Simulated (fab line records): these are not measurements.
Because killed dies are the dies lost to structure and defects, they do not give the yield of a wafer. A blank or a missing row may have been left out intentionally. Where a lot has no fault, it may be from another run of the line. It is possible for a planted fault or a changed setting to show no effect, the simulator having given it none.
Chamber matching ; flow n5Finfet ; pecvd-02 running N5_BEOL_M13_DEP_53: 3 sister chambers
The step deposits SiCN from 3MS/NH3, target thk 50 nm, time 17.8 s. 3 wafers are shown with their chamber, then 7 later ones without.

## WAFERS PAIRED WITH THEIR CHAMBERS
wafer;chamber;throttleValvePct (%)
L092.1;2;16.4
L092.4;1;18.8
L095.4;0;18.7

## WAFERS WITH NO CHAMBER GIVEN
wafer;throttleValvePct (%)
L095.6;16.8
L094.2;16.5
L094.4;18.9
L094.6;16.4
L096.1;16.6
L096.5;18.7
L096.6;19.4

## EACH ONE'S CHAMBER
wafer;from the rows above;in truth
L095.6;2;2
L094.2;2;2
L094.4;can't be placed: 1 or 0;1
L094.6;2;2
L096.1;2;2
L096.5;can't be placed: 0 or 1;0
L096.6;can't be placed: 1 or 0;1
Correctly placed: 4 of 7. Cannot be placed on the basis of these rows: 3; the candidates contain the true chamber in 3. 0 placed wrongly.
How it was worked out, from the rows above alone: a wafer's distance from a chamber is the root of the sum, over the readings, of the square of ((its reading less the chamber's mean) divided by the reading's scatter). The wafer belongs to the nearest chamber; if the next one is less than 2 further off, it can't be placed. For every chamber, the mean is computed from those of its wafers that are shown. The scatter: root of mean squared gap, hidden wafer to nearest shown wafer, with one shown wafer a chamber.
